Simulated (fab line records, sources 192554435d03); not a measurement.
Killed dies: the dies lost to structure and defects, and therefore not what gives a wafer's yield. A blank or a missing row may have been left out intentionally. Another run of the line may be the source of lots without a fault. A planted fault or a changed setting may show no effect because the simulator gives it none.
Split-lot study | flow n5-finfet | route with 1938 steps; 7 lots, 21 wafers read

SPLIT DETAILS
At N5_BEOL_M6_PECVD_70 (deposits SiO2 from TEOS/O2, target thk 20 nm, time 22.7 s), the setting time-s was moved away from the recipe's 22.7 s on 8 of the 21 wafers read, by -13.3% to +14.6%. The other wafers ran this setting at the recipe's value.

FROM THE SPLIT TO THE READING: what the file shows between them, 9 steps
- N5_BEOL_M6_EXPOSE_08: exposes mask M6 (also split here: dose-mj)
- N5_BEOL_M6_PEB_09: peb time 60 s
- N5_BEOL_M6_DEVELOP_10: develop time 30 s
- N5_BEOL_M6_DESCUM_16: chemistry O2, time 7.9 s
- N5_BEOL_M6_ETCH_61: etches SiARC in CF4, target depth 45.5 nm, time 75.8 s
- N5_BEOL_M6_ETCH_62: etches SOC in N2/H2, target depth 110 nm, overetch 22 nm, time 165 s (also split here: time-s)
- N5_BEOL_M6_STRIP_68: strips in N2/H2
- N5_BEOL_M6_STRIP_67: strips in CF4
- N5_BEOL_M6_STRIP_80: strips in N2/H2, time 10 s

THE READING
SiO2_of_BEOL_M6_PECVD_70.thk-nm (the simulator's own value, which no gauge read), in nm, at N5_BEOL_M6_HM_STRIP_39 (strips TiN in peroxide tin strip, target depth 25 nm, time 158 s). The file does not state a usual value for it. Across the 13 wafers here that went through the recipe, the average is 19.9 nm and the standard deviation 0.26 nm.

wafer  | tool, chamber at the split | time-s as run, s | against the recipe | SiO2_of_BEOL_M6_PECVD_70.thk-nm, nm | against lot-mates on the recipe
L077.1 | pecvd-04, 0                | 22.7             | recipe             | 20                                  | -
L077.4 | pecvd-04, 1                | 22.7             | recipe             | 20                                  | -
L077.5 | pecvd-04, 0                | 22.7             | recipe             | 20.2                                | -
L075.2 | pecvd-02, 1                | 26.01            | +14.6%             | 22.4                                | +2.7
L075.3 | pecvd-02, 0                | 22.7             | recipe             | 19.6                                | -
L075.6 | pecvd-02, 2                | 22.7             | recipe             | 19.8                                | -
L082.2 | pecvd-03, 0                | 22.7             | recipe             | 20                                  | -
L082.4 | pecvd-03, 0                | 22.7             | recipe             | 20.4                                | -
L082.5 | pecvd-03, 2                | 23.79            | +4.8%              | 21.2                                | +1.0
L083.2 | pecvd-04, 1,0              | 20.17            | -11.1%             | 17.6                                | -2.4
L083.3 | pecvd-04, 1,0              | 20.17            | -11.1%             | 17.4                                | -2.6
L083.6 | pecvd-04, 0                | 22.7             | recipe             | 20                                  | -
L088.1 | pecvd-04, 1                | 21.16            | -6.8%              | 18.4                                | -1.2
L088.2 | pecvd-04, 0                | 21.16            | -6.8%              | 18.8                                | -0.8
L088.6 | pecvd-04, 2                | 22.7             | recipe             | 19.6                                | -
L089.1 | pecvd-02, 2                | 22.7             | recipe             | 19.8                                | -
L089.3 | pecvd-02, 0                | 22.7             | recipe             | 19.4                                | -
L089.4 | pecvd-02, 2                | 22.7             | recipe             | 20                                  | -
L097.2 | pecvd-03, 1                | 19.67            | -13.3%             | 17                                  | -3.0
L097.4 | pecvd-03, 1                | 22.7             | recipe             | 20                                  | -
L097.5 | pecvd-03, 0                | 19.67            | -13.3%             | 17.8                                | -2.2
Rows listing several chambers each stand for several wafers; the file does not say which wafer went through which chamber.

FIT RESULTS
A straight line over all 21 wafers: SiO2_of_BEOL_M6_PECVD_70.thk-nm changes by +0.193 nm for each +1% of time-s; r = +0.97; the points scatter about the line by 0.29 nm.
The same after taking each lot's own level away (the mean of its wafers on the recipe; 21 wafers): +0.196 nm for each +1%; r = +0.98; scatter 0.25 nm.
According to that fit, moving time-s by its largest amount changes the reading by 2.9 nm.
From 19.60 to 20.20 nm: that is the span of the lots' own levels, equal to 2.3 times the standard deviation above.
Hence the lot-to-lot level has little effect on the slope; both slopes agree.
Check: with one of the wafers moved furthest among these (+14.6%) left out of the fit, the line predicts +2.95 nm for it against its lot-mates. It came out at +2.7 nm against them.

THE OTHER SPLITS THESE WAFERS WENT THROUGH
Note: prior to the reading, these wafers also went through further splits. Each is held against what the fit with the lots' levels taken away leaves over:
other split on the same wafers   | wafers away from the commonest value | r with SiO2_of_BEOL_M6_PECVD_70.thk-nm (lot level and that fit taken away)
N5_BEOL_M2_EXPOSE_25 dose-mj     | 7                                    | -0.11
N5_BEOL_M4_TRENCH_ETCH_37 time-s | 8                                    | -0.14
N5_BEOL_M5_ETCH_62 source-w      | 4                                    | +0.15
N5_BEOL_M6_EXPOSE_08 dose-mj     | 4                                    | +0.32
N5_BEOL_M6_ETCH_62 time-s        | 4                                    | -0.25

THE WHOLE CHAIN: every reading that the file lists as answering this split, in the file's order
step                   | what it does                                                     | reading                                                                          | change (the file's fit)               | r (the file's)
N5_BEOL_M6_PECVD_70    | deposits SiO2 from TEOS/O2, target thk 20 nm, time 22.7 s        | SiO2_of_BEOL_M6_PECVD_70.thk-nm (the simulator's own value, which no gauge read) | +0.199 nm for each +1% of the setting | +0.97
N5_BEOL_M6_HM_STRIP_39 | strips TiN in peroxide tin strip, target depth 25 nm, time 158 s | SiO2_of_BEOL_M6_PECVD_70.thk-nm (the simulator's own value, which no gauge read) | +0.194 nm for each +1% of the setting | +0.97

THE FILE'S OWN FIT
SiO2_of_BEOL_M6_PECVD_70.thk-nm changes by +0.194 nm for each +1% of time-s, r = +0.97.
